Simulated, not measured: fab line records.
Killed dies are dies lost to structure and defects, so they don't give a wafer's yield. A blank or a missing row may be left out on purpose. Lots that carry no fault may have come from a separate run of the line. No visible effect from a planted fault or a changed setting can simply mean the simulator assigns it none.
Comparing a struck lot with a sound one ; flow n5Finfet ; 15 steps out of a route of 1938
Sound: wafers L916.2, L916.3, L916.6. The struck wafers were L911.3, L911.5. At the end, the cause is stated.
At each step with rows: each side's tool, then ch and its chambers, then its first start. Under that, the readings that differ: sound wafers ; struck wafers ; difference of the means ; sigmas: that difference in standard deviations of wafers without a fault.
alike: a reading whose means differ by less than 2 such deviations, as well as words and numbers matching on both sides. not compared: withheld readings; readings where some wafer has no value; bounds like >300 that might hide an equal value; numbers whose values overlap and for which the record gives no deviation.
The two part at a step that has a row with sigmas, a row that says differs or no value, or rows on one side only. Numbers that don't overlap but have no deviation are shown without sigmas and don't part them. A reading that every wafer of one side lacks parts them only if that side has two wafers or more.

N5_SD_ACTIVATION_LSA_01: time 0.0008 s.
  sound on laserAnneal-01 ch 0, day 8 14:48; struck on laserAnneal-02 ch 0, day 7 14:29
  alike: wafer_temp_C_max
N5_SD_ACTIVATION_RS_MEAS_03: the measuring method here is four-point-probe.
  sound on filmMetro-01 at day 8 15:00; struck on filmMetro-01 at day 7 14:40
  alike: RS_SD_N, RS_SD_P
N5_SD_ACTIVATION_INSPECT_02: inspects for defects (darkfield).
  sound on defectInspect-02 at day 8 15:18; struck on defectInspect-02 at day 7 14:57
  alike: rawDefectCount
N5_ILD0_LINER_00: material SiNx, target thk 4 nm, pulse time 1 s, purge time 2 s.
  sound on aldSin-04 ch 1,3, day 8 15:22; struck on aldSin-03 ch 0,3, day 7 14:59
  alike: heaterPowerW, precursorPulseHeightRel
  not compared: sinceWetCleanH
then, 2 steps without rows for these wafers: N5_ILD0_FCVD_FILL_01 (material SiO2 flowable, target thk 200 nm, time 328.3 s); N5_ILD0_CURE_02 (time 1800 s).
N5_ILD0_CMP_03: polishes, stops on SiNx, t overpolish 1.9 s, target thk 197.38 nm.
  sound on cmp-03 ch 1,2,3, day 8 17:47; struck on cmp-03 ch 0,3, day 7 17:23
  alike: motorCurrentA, overpolishRunS, timeToEndpointS
N5_ILD0_THK_MEAS_04:
  sound on filmMetro-01 at day 8 18:02; struck on filmMetro-01 at day 7 17:38
  alike: thkNm
N5_ILD0_CMP_07: polishes SiO2 flowable, stops on poly-Si, t overpolish 1.18 s, target thk 138.88 nm.
  sound on cmp-01 ch 1,2,3, day 8 18:04; struck on cmp-01 ch 0,2, day 7 17:45
  alike: motorCurrentA
N5_ILD0_THK_MEAS_08:
  sound on filmMetro-02 at day 8 18:22; struck on filmMetro-02 at day 7 17:58
  alike: thkNm
then, 1 step without rows for these wafers: N5_ILD0_PRECLEAN_10 (cleans in NF3:NH3, afs cycles 5, time 20 s, sublimation time 60 s).
N5_ILD0_ALD_15: deposits SiNx, target thk 24 nm, pulse time 1 s, ald cycles 480.
  sound on aldSin-04 ch 2,3, day 8 19:05; struck on aldSin-01 ch 1,3, day 7 18:41
reading;sound;struck;difference;sigmas
aldCycles;480 480 480;448 448;-32;
heaterPowerW (W);938 994 990;770 872;-153;-2
model.SiNx_of_ILD0_ALD_15.thkNm (nm);24 24 24.2;22.6 22.4;-1.6;
  alike: precursorPulseHeightRel
  not compared: sinceWetCleanH
N5_ILD0_CMP_12: polishes SiNx, stops on poly-Si, t overpolish 6 s, target thk 17.67 nm.
  sound on cmp-03 ch 1,2,3, day 8 21:22; struck on cmp-03 ch 1, day 7 20:55
  alike: motorCurrentA
-- the record jumps here: 6 days lie between the struck wafers' starts before and after (it left off in module ILD0 and takes up again in module BEOL_M4, whose first step shown is number 1111 of the route) --
N5_BEOL_M4_RC_MEAS_101:
  sound on prober-02 ch 0, day 14 06:32; struck on prober-02 ch 0, day 14 03:29
  alike: DIBL_N, DIBL_P, IOFF_N, IOFF_P, ION_N, ION_P, SS_N, SS_P, VT_N, VT_P
following that, these wafers have no rows for 1 step: N5_PASSIVATION_PROBE_49.

== WHERE THEY PART ==
N5_ILD0_ALD_15 only, going by this record. Later steps at which nothing parts them and some readings are alike: N5_ILD0_CMP_12, N5_BEOL_M4_RC_MEAS_101.

WHY: the cause the simulator had injected
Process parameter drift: aldSin-01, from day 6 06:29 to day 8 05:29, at N5_ILD0_ALD_15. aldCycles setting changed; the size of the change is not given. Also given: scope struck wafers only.
